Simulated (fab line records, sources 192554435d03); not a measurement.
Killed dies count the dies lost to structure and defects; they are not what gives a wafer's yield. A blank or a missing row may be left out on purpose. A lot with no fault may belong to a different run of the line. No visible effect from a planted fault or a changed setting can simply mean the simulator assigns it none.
Chamber matching || flow n5_finfet || N5_BEOL_M8_ETCH_72 on rie_diel-01 has 4 sister chambers
The step etches underlayer in N2/H2, target depth 6.5 nm, time 5.2 s. 20 wafers are shown with their chamber, then 10 later ones without.

## EACH WAFER AND ITS CHAMBER
{"wafer": "L074.3", "chamber": 1, "drypump_motor_current_A (A)": 6.6, "showerhead_plenum_p_Torr (Torr)": 2.63, "throttle_valve_pct (%)": 17.43}
{"wafer": "L074.4", "chamber": 2, "drypump_motor_current_A (A)": 5.7, "showerhead_plenum_p_Torr (Torr)": 2.64, "throttle_valve_pct (%)": 18.32}
{"wafer": "L074.6", "chamber": 1, "drypump_motor_current_A (A)": 6.5, "showerhead_plenum_p_Torr (Torr)": 2.63, "throttle_valve_pct (%)": 17.40}
{"wafer": "L077.3", "chamber": 1, "drypump_motor_current_A (A)": 6.5, "showerhead_plenum_p_Torr (Torr)": 2.63, "throttle_valve_pct (%)": 17.44}
{"wafer": "L077.4", "chamber": 3, "drypump_motor_current_A (A)": 5.7, "showerhead_plenum_p_Torr (Torr)": 2.52, "throttle_valve_pct (%)": 17.95}
{"wafer": "L077.6", "chamber": 3, "drypump_motor_current_A (A)": 5.7, "showerhead_plenum_p_Torr (Torr)": 2.52, "throttle_valve_pct (%)": 17.97}
{"wafer": "L080.4", "chamber": 3, "drypump_motor_current_A (A)": 5.7, "showerhead_plenum_p_Torr (Torr)": 2.52, "throttle_valve_pct (%)": 17.94}
{"wafer": "L080.5", "chamber": 2, "drypump_motor_current_A (A)": 5.7, "showerhead_plenum_p_Torr (Torr)": 2.63, "throttle_valve_pct (%)": 18.34}
{"wafer": "L080.6", "chamber": 3, "drypump_motor_current_A (A)": 5.7, "showerhead_plenum_p_Torr (Torr)": 2.52, "throttle_valve_pct (%)": 18.01}
{"wafer": "L082.2", "chamber": 1, "drypump_motor_current_A (A)": 6.6, "showerhead_plenum_p_Torr (Torr)": 2.62, "throttle_valve_pct (%)": 17.47}
{"wafer": "L082.4", "chamber": 3, "drypump_motor_current_A (A)": 5.7, "showerhead_plenum_p_Torr (Torr)": 2.52, "throttle_valve_pct (%)": 18.00}
{"wafer": "L082.5", "chamber": 0, "drypump_motor_current_A (A)": 6.3, "showerhead_plenum_p_Torr (Torr)": 2.72, "throttle_valve_pct (%)": 17.94}
{"wafer": "L083.1", "chamber": 2, "drypump_motor_current_A (A)": 5.7, "showerhead_plenum_p_Torr (Torr)": 2.63, "throttle_valve_pct (%)": 18.36}
{"wafer": "L083.4", "chamber": 2, "drypump_motor_current_A (A)": 5.7, "showerhead_plenum_p_Torr (Torr)": 2.63, "throttle_valve_pct (%)": 18.36}
{"wafer": "L083.6", "chamber": 0, "drypump_motor_current_A (A)": 6.3, "showerhead_plenum_p_Torr (Torr)": 2.71, "throttle_valve_pct (%)": 17.96}
{"wafer": "L085.1", "chamber": 3, "drypump_motor_current_A (A)": 5.7, "showerhead_plenum_p_Torr (Torr)": 2.52, "throttle_valve_pct (%)": 17.99}
{"wafer": "L085.2", "chamber": 0, "drypump_motor_current_A (A)": 6.3, "showerhead_plenum_p_Torr (Torr)": 2.71, "throttle_valve_pct (%)": 17.95}
{"wafer": "L085.3", "chamber": 1, "drypump_motor_current_A (A)": 6.6, "showerhead_plenum_p_Torr (Torr)": 2.62, "throttle_valve_pct (%)": 17.46}
{"wafer": "L087.1", "chamber": 1, "drypump_motor_current_A (A)": 6.6, "showerhead_plenum_p_Torr (Torr)": 2.62, "throttle_valve_pct (%)": 17.49}
{"wafer": "L087.3", "chamber": 0, "drypump_motor_current_A (A)": 6.3, "showerhead_plenum_p_Torr (Torr)": 2.71, "throttle_valve_pct (%)": 17.97}

SIGNATURES, as means of the wafers listed above
{"reading": "drypump_motor_current_A", "chamber 0": 6.300, "chamber 1": 6.567, "chamber 2": 5.700, "chamber 3": 5.700, "scatter within a chamber": 0.0289}
{"reading": "showerhead_plenum_p_Torr", "chamber 0": 2.7125, "chamber 1": 2.6250, "chamber 2": 2.6325, "chamber 3": 2.5200, "scatter within a chamber": 0.00433}
{"reading": "throttle_valve_pct", "chamber 0": 17.9550, "chamber 1": 17.4483, "chamber 2": 18.3450, "chamber 3": 17.9767, "scatter within a chamber": 0.0258}
Rule: distance of a wafer from a chamber = root of the sum over the readings of ((wafer's reading minus chamber's mean) / reading's scatter) squared. The wafer belongs to the nearest chamber; if the next one is less than 2 further off, it can't be placed. The scatter is the square root of a quotient: the sum, over the shown wafers, of each reading's squared deviation from its chamber's mean, divided by wafers minus chambers.

## WAFERS WITHOUT THEIR CHAMBER
{"wafer": "L087.5", "drypump_motor_current_A (A)": 5.8, "showerhead_plenum_p_Torr (Torr)": 2.52, "throttle_valve_pct (%)": 18.04}
{"wafer": "L090.1", "drypump_motor_current_A (A)": 5.7, "showerhead_plenum_p_Torr (Torr)": 2.62, "throttle_valve_pct (%)": 18.35}
{"wafer": "L090.2", "drypump_motor_current_A (A)": 6.5, "showerhead_plenum_p_Torr (Torr)": 2.62, "throttle_valve_pct (%)": 17.46}
{"wafer": "L090.3", "drypump_motor_current_A (A)": 5.7, "showerhead_plenum_p_Torr (Torr)": 2.51, "throttle_valve_pct (%)": 18.01}
{"wafer": "L090.4", "drypump_motor_current_A (A)": 6.2, "showerhead_plenum_p_Torr (Torr)": 2.71, "throttle_valve_pct (%)": 17.95}
{"wafer": "L090.5", "drypump_motor_current_A (A)": 5.7, "showerhead_plenum_p_Torr (Torr)": 2.62, "throttle_valve_pct (%)": 18.37}
{"wafer": "L090.6", "drypump_motor_current_A (A)": 6.5, "showerhead_plenum_p_Torr (Torr)": 2.62, "throttle_valve_pct (%)": 17.47}
{"wafer": "L089.1", "drypump_motor_current_A (A)": 5.7, "showerhead_plenum_p_Torr (Torr)": 2.62, "throttle_valve_pct (%)": 18.36}
{"wafer": "L089.5", "drypump_motor_current_A (A)": 6.6, "showerhead_plenum_p_Torr (Torr)": 2.62, "throttle_valve_pct (%)": 17.47}
{"wafer": "L089.6", "drypump_motor_current_A (A)": 5.7, "showerhead_plenum_p_Torr (Torr)": 2.62, "throttle_valve_pct (%)": 18.36}

## WHICH CHAMBER EACH ONE RAN IN
{"wafer": "L087.5", "from the rows above": 3, "in truth": 3}
{"wafer": "L090.1", "from the rows above": 2, "in truth": 2}
{"wafer": "L090.2", "from the rows above": 1, "in truth": 1}
{"wafer": "L090.3", "from the rows above": 3, "in truth": 3}
{"wafer": "L090.4", "from the rows above": 0, "in truth": 0}
{"wafer": "L090.5", "from the rows above": 2, "in truth": 2}
{"wafer": "L090.6", "from the rows above": 1, "in truth": 1}
{"wafer": "L089.1", "from the rows above": 2, "in truth": 2}
{"wafer": "L089.5", "from the rows above": 1, "in truth": 1}
{"wafer": "L089.6", "from the rows above": 2, "in truth": 2}
10 of 10 placed correctly. Not placeable from these rows: 0. Number placed wrongly: 0.
